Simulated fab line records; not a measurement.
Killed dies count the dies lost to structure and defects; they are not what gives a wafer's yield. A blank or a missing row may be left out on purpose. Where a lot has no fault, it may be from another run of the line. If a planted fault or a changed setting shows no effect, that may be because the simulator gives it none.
The tool behind it: which one?	flow nand harc	18 wafers from 6 lots sampled at 3 of the route's 1302 steps

## WHAT EACH GAUGE READ, for each wafer
NHARC_P_GATE_INSPECT_28.
lot	measured	on	raw defect count
L735	day 6 05:29	defect inspect-01	6 4 7
L741	day 8 17:58	defect inspect-02	764 772 756 762 760 752
L747	day 11 15:24	defect inspect-01	10 3 3
L750	day 12 14:31	defect inspect-01	1 7 3
L752	day 13 12:20	defect inspect-02	2 8 12
L754	day 14 08:15	defect inspect-02	8 4 8

## WHAT TOOL EACH LOT RAN ON (gives the tool, then ch and the chambers of the sampled wafers, and finally the start)
lot	NHARC_P_GATE_DESCUM_13	NHARC_P_GATE_DEP_103
L735	rie diel-04 ch 1,2,3, day 5 15:17	pecvd-02 ch 1,2, day 6 04:42
L741	rie diel-09 ch 1,2,3, day 8 04:10	pecvd-02 ch 0,2, day 8 17:13
L747	rie diel-12 ch 0,2,3, day 10 22:26	pecvd-03 ch 0,2, day 11 14:35
L750	rie diel-09 ch 0,2, day 11 23:59	pecvd-03 ch 0,1, day 12 13:43
L752	rie diel-12 ch 0,3, day 12 22:12	pecvd-04 ch 0,1,2, day 13 11:32
L754	rie diel-09 ch 0,1,2, day 13 14:23	pecvd-03 ch 0,1, day 14 07:26
- NHARC_P_GATE_DESCUM_13: chemistry O2, time 3 s.
- NHARC_P_GATE_DEP_103: deposits SiON, target thk 30 nm.

## THE ANSWER, worked out from the rows above alone
Rule: the lots themselves supply what counts as usual. The widest of any qualifying gaps counts: lots, ordered by their means at a reading, are off when they make up no more than a third of the lots, leave a main group of 4 or more, and stand apart from it by 3 or more times the standard deviation of that group's means. If all means in a main group match to the digits the tables above print for the reading, that group is not used. A lot without any number at a reading at which 4 lots or more have one is off too. The other lots that the step has rows for count as sound.
Off: L741, at NHARC_P_GATE_INSPECT_28 (raw defect count). The main group: mean 5.7, standard deviation 1.3.
A tool fits if, at a process step before that reading, it ran every lot that is off, and no sound lot after the first of them. Gauges at NHARC_P_GATE_INSPECT_28: tried the same way as those tools. One fits: pecvd-02 at NHARC_P_GATE_DEP_103. Its last sound lot is L735 (day 6 04:42), its first lot that is off L741 (day 8 17:13): a fault that began between those two fits.

## WHAT THE SIMULATOR HAD INSERTED
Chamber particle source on pecvd-02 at NHARC_P_GATE_DEP_103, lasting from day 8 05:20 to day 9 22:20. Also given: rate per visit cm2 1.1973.
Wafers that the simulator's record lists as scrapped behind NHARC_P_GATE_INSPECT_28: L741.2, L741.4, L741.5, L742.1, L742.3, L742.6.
Shown lots that were struck: L741. The rule above found the same.
